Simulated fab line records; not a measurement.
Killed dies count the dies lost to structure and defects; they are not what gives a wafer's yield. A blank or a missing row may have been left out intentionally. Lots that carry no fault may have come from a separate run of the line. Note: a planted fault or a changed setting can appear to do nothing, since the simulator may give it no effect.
Chamber matching | flow nand_harc | NHARC_P_CONTACT_DESCUM_17 on rie_diel-03: 4 sister chambers
The step chemistry O2, time 3 s. 8 wafers are shown with their chamber, then 11 later ones without.

WAFERS PAIRED WITH THEIR CHAMBERS
wafer  | chamber | drypump_motor_current_A (A) | rf_vpp_V (V)
L089.4 | 0       | 5.5                         | 57.3
L089.5 | 3       | 6.1                         | 57.4
L090.1 | 2       | 6.1                         | 58.5
L090.3 | 0       | 5.6                         | 58.0
L090.4 | 3       | 6.1                         | 57.5
L090.5 | 1       | 5.6                         | 56.9
L090.6 | 2       | 6.1                         | 59.5
L093.1 | 1       | 5.7                         | 57.4

WAFERS WITHOUT THEIR CHAMBER
wafer  | drypump_motor_current_A (A) | rf_vpp_V (V)
L093.5 | 6.1                         | 58.8
L093.6 | 6.0                         | 57.9
L096.2 | 6.1                         | 56.6
L096.3 | 6.1                         | 57.1
L096.4 | 5.5                         | 57.7
L096.1 | 5.6                         | 57.6
L096.5 | 5.6                         | 56.4
L096.6 | 5.6                         | 56.6
L097.2 | 6.1                         | 57.6
L097.3 | 6.1                         | 58.7
L097.6 | 5.7                         | 56.5

CHAMBER TAKEN BY EACH
wafer  | from the rows above     | in truth
L093.5 | 2                       | 2
L093.6 | can't be placed: 3 or 2 | 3
L096.2 | 3                       | 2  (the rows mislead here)
L096.3 | 3                       | 3
L096.4 | 0                       | 0
L096.1 | can't be placed: 0 or 1 | 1
L096.5 | can't be placed: 1 or 0 | 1
L096.6 | can't be placed: 1 or 0 | 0
L097.2 | 3                       | 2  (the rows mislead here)
L097.3 | 2                       | 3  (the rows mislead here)
L097.6 | 1                       | 1
Correctly placed: 4 of 11. These rows do not allow placing 4 (true chamber among the candidates in 4). Placed wrongly: 3.
How it was worked out, from the rows above alone: a wafer's distance from a chamber is the root of the sum, over the readings, of the square of ((its reading less the chamber's mean) divided by the reading's scatter). If the next closest chamber is less than 2 further off than the closest, the wafer can't be placed; otherwise it belongs to the closest. A chamber's mean is the mean of its shown wafers. The scatter is the square root of a quotient: the sum, over the shown wafers, of each reading's squared deviation from its chamber's mean, divided by wafers minus chambers.
